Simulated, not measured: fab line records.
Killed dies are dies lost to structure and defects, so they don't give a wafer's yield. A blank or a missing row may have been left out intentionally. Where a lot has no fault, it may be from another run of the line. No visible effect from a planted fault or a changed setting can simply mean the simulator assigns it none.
Struck lot and sound lot, side by side + flow nand harc + 15 out of 1302 route steps
Sound: wafers L445.3, L445.4, L445.6. Struck: wafer L439.6 (left out: L439.3, a lot-mate that was not struck); the cause follows at the end.
At each step with rows: each side's tool, then ch and its chambers, then its first start. Under that, the readings that differ: sound wafers + struck wafers + difference of the means + sigmas: that difference in standard deviations of wafers without a fault.
alike: words and numbers the same on both sides, and readings whose means are apart by under 2 such deviations; not compared: readings that were withheld, readings missing a value for some wafer, numbers with overlapping values and no deviation given by the record, and bounds like >300 which may hide the same value.
Wherever a step has rows on one side only, a row that says differs or no value, or a row with sigmas, the two part there. When numbers do not overlap yet have no deviation, they are printed without sigmas and do not part them. A reading missing from all wafers of one side parts the sides only when that side holds two or more wafers.

first, 8 steps without rows for these wafers: NHARC_A_SGD_CUT_COAT_56 (time 75 s); NHARC_A_SGD_CUT_COAT_57 (time 65 s); NHARC_A_SGD_CUT_COAT_03 (resist thk 90 nm); NHARC_A_SGD_CUT_SOFTBAKE_04 (time 55 s); NHARC_A_SGD_CUT_EBR_05; NHARC_A_SGD_CUT_EXPOSE_06 (exposes mask SGD); NHARC_A_SGD_CUT_PEB_07 (peb time 65 s); NHARC_A_SGD_CUT_DEVELOP_08 (develop time 35 s).
NHARC_A_SGD_CUT_CD_MEAS_09 targets a cd of 100 nm.
  sound on cd sem-01 ch 0, day 27 04:19; struck on cd sem-02 ch 0, day 25 04:04
  alike: cd nm
NHARC_A_SGD_CUT_OVL_MEAS_10:
  sound: overlay-01 at day 27 04:25; struck: overlay-02 at day 25 04:09
  alike: overlay x nm, overlay y nm
NHARC_A_SGD_CUT_INSPECT_11:
  sound: defect inspect-01 at day 27 04:27; struck: defect inspect-02 at day 25 04:11
  alike: raw defect count
NHARC_A_SGD_CUT_DESCUM_14: chemistry O2, time 3 s.
  sound on rie diel-08 ch 0,1,2, day 27 04:31; struck on rie diel-03 ch 2, day 25 04:16
  alike: drypump motor current A, oes product au, rf vpp V, showerhead plenum p Torr, throttle valve pct
  not compared: rf hours counter h
NHARC_A_SGD_CUT_ETCH_58: etches the open film in CF4, target depth 39 nm, time 65 s.
  sound on rie diel-08 ch 0,1,2, day 27 04:35; struck on rie diel-03 ch 2, day 25 04:20
| reading               | sound             | struck | difference | sigmas |
|-----------------------|-------------------|--------|------------|--------|
| oes product au (a.u.) | 1.004 1.001 1.011 | 0.842  | -0.163     | -17    |
  alike: drypump motor current A, rf vpp V, showerhead plenum p Torr, throttle valve pct
  not compared: rf hours counter h
NHARC_A_SGD_CUT_ETCH_59: etches the open film in N2/H2, target depth 260 nm, time 406.25 s.
  sound: rie diel-08 ch 1,2,3; struck: rie diel-03 ch 1
| reading                | sound                | struck | difference | sigmas |
|------------------------|----------------------|--------|------------|--------|
| throttle valve pct (%) | 14.172 14.171 14.166 | 14.146 | -0.024     | -3     |
  alike: drypump motor current A, n2 flow sccm, oes product au, rf vpp V, showerhead plenum p Torr
  not compared: rf hours counter h
-- break in the record here, with 6 days between the starts of the struck wafers on either side (left off in module A_SGD_CUT, picked up again in module END, where the first step shown is number 1302 on the route) --
NHARC_END_SORT_01:
  here the record holds rows for the struck wafers (prober-02 ch 0, day 31 12:10) but none for the sound ones

## WHERE THEY PART
First at NHARC_A_SGD_CUT_ETCH_58; last, within this record, at NHARC_END_SORT_01.

WHY: what the simulator had put in
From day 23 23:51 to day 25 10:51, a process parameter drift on rie diel-03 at NHARC_A_SGD_CUT_ETCH_58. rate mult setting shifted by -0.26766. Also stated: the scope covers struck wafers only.
